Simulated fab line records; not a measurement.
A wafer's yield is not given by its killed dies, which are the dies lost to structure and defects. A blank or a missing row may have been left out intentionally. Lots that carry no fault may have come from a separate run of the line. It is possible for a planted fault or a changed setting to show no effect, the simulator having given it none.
Chamber matching ; flow nandHarc ; NHARC_A_ONON_D1_DEP_33 on pecvd-02: 3 sister chambers
The step deposits SiO2, target thk 200 nm. 3 wafers are shown with their chamber, then 8 later ones without.

## EACH WAFER AND ITS CHAMBER
wafer;chamber;throttleValvePct (%)
L827.1;0;16.4
L827.2;2;15.4
L831.4;1;15.6

## WAFERS WHOSE CHAMBER IS MISSING
wafer;throttleValvePct (%)
L831.5;15.4
L831.6;16.8
L830.2;16.9
L830.4;16.8
L830.5;15.8
L833.1;15.7
L833.2;16.1
L833.3;16.7

## THE CHAMBER EACH PASSED THROUGH
wafer;from the rows above;in truth
L831.5;can't be placed: 2 or 1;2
L831.6;0;0
L830.2;0;0
L830.4;0;0
L830.5;can't be placed: 1 or 2 or 0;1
L833.1;can't be placed: 1 or 2 or 0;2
L833.2;can't be placed: 0 or 1 or 2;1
L833.3;0;0
Correct placement for 4 of the 8. Unplaceable from these rows: 4, with the true chamber sitting among the candidates in 4. 0 placed wrongly.
How it was worked out, from the rows above alone: a wafer's distance from a chamber is the root of the sum, over the readings, of the square of ((its reading less the chamber's mean) divided by the reading's scatter). The wafer belongs to the nearest chamber; if the next one is less than 2 further off, it can't be placed. The mean given for a chamber averages the wafers shown for that chamber. The scatter: root of mean squared gap, hidden wafer to nearest shown wafer, with one shown wafer a chamber.
